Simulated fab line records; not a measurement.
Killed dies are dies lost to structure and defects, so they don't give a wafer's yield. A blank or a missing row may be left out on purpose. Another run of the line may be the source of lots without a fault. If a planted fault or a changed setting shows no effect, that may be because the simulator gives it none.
Which tool is to blame? | flow n5-finfet | 12 lots, 36 wafers sampled, at 5 steps of a route of 1938

== WHAT THE GAUGES SHOWED, per wafer ==
Not one reading of a measure or inspect step in the record can be checked against a usual standard deviation.

== WHICH TOOL RAN EACH LOT (tool, then ch and the chambers of the sampled wafers, then the start) ==
lot  | N5_BEOL_M9_ALD_74                   | N5_BEOL_M9_PRE_CLEAN_55         | N5_BEOL_M10_CURE_71           | N5_BEOL_M10_PECVD_70            | N5_PASSIVATION_PROBE_49
L281 | ald-metal-03 ch 0,1, day 10 13:07   | pecvd-03 ch 0,1,2, day 10 14:50 | uv-cure-01 ch 0, day 10 15:09 | pecvd-01 ch 0,1, day 10 15:37   | -
L286 | ald-metal-02 ch 0,2,3, day 11 18:20 | pecvd-03 ch 1,2, day 11 20:40   | uv-cure-01 ch 2, day 11 21:01 | pecvd-01 ch 0,2, day 11 21:29   | -
L285 | ald-metal-02 ch 0,2,3, day 11 18:49 | pecvd-03 ch 1,2, day 11 21:25   | uv-cure-01 ch 0, day 11 21:39 | pecvd-02 ch 0,2, day 11 22:12   | -
L289 | ald-metal-02 ch 2,3, day 12 00:53   | pecvd-04 ch 1,2, day 12 02:41   | uv-cure-01 ch 2, day 12 03:34 | pecvd-03 ch 0,1,2, day 12 04:55 | -
L287 | ald-metal-04 ch 0,1,3, day 12 01:16 | pecvd-03 ch 0,1, day 12 04:15   | uv-cure-02 ch 0, day 12 04:34 | pecvd-03 ch 0,2, day 12 05:02   | -
L291 | ald-metal-04 ch 0,1,3, day 12 13:54 | pecvd-04 ch 0,2, day 12 15:20   | uv-cure-03 ch 2, day 12 15:36 | pecvd-01 ch 0,2, day 12 16:38   | -
L295 | ald-metal-03 ch 1,2, day 13 12:59   | pecvd-04 ch 0,1,2, day 13 14:25 | uv-cure-01 ch 0, day 13 14:49 | pecvd-01 ch 1,2, day 13 15:12   | prober-01, day 16 07:12
L296 | ald-metal-03 ch 0,1,3, day 13 22:08 | pecvd-04 ch 0,1,2, day 13 23:43 | uv-cure-03 ch 1, day 13 23:57 | pecvd-03 ch 0,1,2, day 14 00:31 | prober-02, day 16 07:07
L302 | ald-metal-03 ch 2,3, day 15 05:47   | pecvd-03 ch 0,2, day 15 08:20   | uv-cure-01 ch 1, day 15 08:41 | pecvd-01 ch 0,1,2, day 15 09:10 | -
L300 | ald-metal-03 ch 0,1, day 15 08:28   | pecvd-01 ch 0,1,2, day 15 09:55 | uv-cure-02 ch 1, day 15 10:09 | pecvd-03 ch 0,2, day 15 10:42   | -
L303 | ald-metal-04 ch 0,1,3, day 15 15:44 | pecvd-01 ch 0,2, day 15 17:36   | uv-cure-02 ch 2, day 15 17:50 | pecvd-01 ch 0,1,2, day 15 18:23 | -
L304 | ald-metal-02 ch 0,1, day 16 03:04   | pecvd-03 ch 1,2, day 16 05:04   | uv-cure-01 ch 1, day 16 05:38 | pecvd-03 ch 0,1,2, day 16 06:20 | -
- N5_BEOL_M9_ALD_74: deposits TaN, target thk 2 nm, pulse time 2 s, purge time 3 s.
- N5_BEOL_M9_PRE_CLEAN_55: time 15 s.
- N5_BEOL_M10_CURE_71: cures SiCOH lowk, time 240 s.
- N5_BEOL_M10_PECVD_70: deposits SiO2 from TEOS/O2, target thk 20 nm, time 22.7 s.
- N5_PASSIVATION_PROBE_49

== AS READ BY THE TOOLS THEMSELVES (means over the sampled wafers that have a number; for cases with no such wafer, the mark the record gives instead) ==
N5_BEOL_M9_ALD_74.
lot  | tool         | heater-power-w (W)
L281 | ald-metal-03 | 377
L286 | ald-metal-02 | 404
L285 | ald-metal-02 | 397
L289 | ald-metal-02 | 404
L287 | ald-metal-04 | 453
L291 | ald-metal-04 | 454
L295 | ald-metal-03 | 370
L296 | ald-metal-03 | 389
L302 | ald-metal-03 | 344
L300 | ald-metal-03 | 383
L303 | ald-metal-04 | 437
L304 | ald-metal-02 | 423

N5_BEOL_M9_PRE_CLEAN_55.
lot  | tool     | rf-fwd-power-W (W)
L281 | pecvd-03 | 295.3
L286 | pecvd-03 | 295.2
L285 | pecvd-03 | 295.0
L289 | pecvd-04 | 292.0
L287 | pecvd-03 | 295.4
L291 | pecvd-04 | 294.6
L295 | pecvd-04 | 234.5
L296 | pecvd-04 | 234.5
L302 | pecvd-03 | 294.5
L300 | pecvd-01 | 296.4
L303 | pecvd-01 | 295.9
L304 | pecvd-03 | 295.6

N5_BEOL_M10_CURE_71.
lot  | tool       | lamp-power-pct (%) | wafer_temp_C_max
L281 | uv-cure-01 | 52.32              | 387.3
L286 | uv-cure-01 | 52.30              | 386.6
L285 | uv-cure-01 | 52.29              | 386.9
L289 | uv-cure-01 | 52.29              | 386.1
L287 | uv-cure-02 | 52.33              | 386.5
L291 | uv-cure-03 | 52.30              | 386.5
L295 | uv-cure-01 | 52.36              | 387.5
L296 | uv-cure-03 | 52.29              | 386.4
L302 | uv-cure-01 | 52.28              | 387.0
L300 | uv-cure-02 | 52.31              | 386.9
L303 | uv-cure-02 | 52.29              | 386.4
L304 | uv-cure-01 | 52.32              | 386.3

N5_BEOL_M10_PECVD_70.
lot  | tool     | heater-power-w (W) | showerhead-plenum-p-Torr (Torr) | throttle-valve-pct (%)
L281 | pecvd-01 | 770                | 8.83                            | 22.4
L286 | pecvd-01 | 621                | 8.76                            | 22.7
L285 | pecvd-02 | 681                | 8.88                            | 22.1
L289 | pecvd-03 | 677                | 8.80                            | 22.1
L287 | pecvd-03 | 614                | 8.78                            | 21.9
L291 | pecvd-01 | 674                | 8.73                            | 22.4
L295 | pecvd-01 | 845                | 8.80                            | 22.1
L296 | pecvd-03 | 662                | 8.79                            | 22.2
L302 | pecvd-01 | 732                | 8.77                            | 22.5
L300 | pecvd-03 | 590                | 8.79                            | 22.1
L303 | pecvd-01 | 701                | 8.78                            | 22.2
L304 | pecvd-03 | 702                | 8.79                            | 22.1

N5_PASSIVATION_PROBE_49.
lot  | tool      | defect-limited-yield (%) | killed_at_M0_to_M3 | killed_at_M4_up | killed-at-contacts | killed-at-front-end | killed-at-other | killed-dies | killed-open | killed-short | sort_bin_4_leakage (%) | sort_bin_5_function (%) | sort_bin_6_memory (%) | sort_bin_8_speed (%) | sort-n-pass | sort-yield-pct (%)
L295 | prober-01 | 89.8                     | 38                 | 28              | 20                 | 32                  | 2.5             | 121         | 80          | 39           | 0.00                   | 5.7                     | 4.2                   | 0.00                 | 1059        | 89.8
L296 | prober-02 | 90.6                     | 39                 | 12              | 12                 | 43                  | 6.3             | 111         | 75          | 35           | 0.00                   | 5.4                     | 3.6                   | 0.00                 | 1069        | 90.6

== THE ANSWER, worked out from the rows above alone ==
Rule: the lots themselves supply what counts as usual. The widest of any qualifying gaps counts: lots, ordered by their means at a reading, are off when they make up no more than a third of the lots, leave a main group of 4 or more, and stand apart from it by 3 or more times the standard deviation of that group's means. Not used: any main group whose means are identical at the precision the tables above print for the reading. A lot without any number at a reading at which 4 lots or more have one is off too. The other lots that the step has rows for count as sound. The gauges are gone through in route order, then the tools' own readings, and for those a lot's mean is taken as printed above. At the first step where some lot is off, the reading lying furthest off is the one used; lots without a number count as furthest.
Off: L295, L296 (N5_BEOL_M9_PRE_CLEAN_55, rf-fwd-power-W). Mean 295.0 W and standard deviation 1.1 in the main group.
If a tool, at that step or one of the process steps before it, ran each lot that is off and ran no sound lot following the first of them, it fits. One fits: N5_BEOL_M9_PRE_CLEAN_55 on pecvd-04. A fault onset in the window from L291 (day 12 15:20, its last sound lot) to L295 (day 13 14:25, its first lot off) fits.
The tool's own readings at N5_BEOL_M9_PRE_CLEAN_55 bear it out: on the lots that are off they differ by more than 5 times the standard deviation of the sound lots' means. rf-fwd-power-W reads 234.5 W there against 295.0 W on the sound lots.

== WHAT THE SIMULATOR HAD INSERTED ==
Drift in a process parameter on pecvd-04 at N5_BEOL_M9_PRE_CLEAN_55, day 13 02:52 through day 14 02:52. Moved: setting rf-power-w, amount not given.
Struck lots among those shown: L295, L296. Same finding as the rule above.
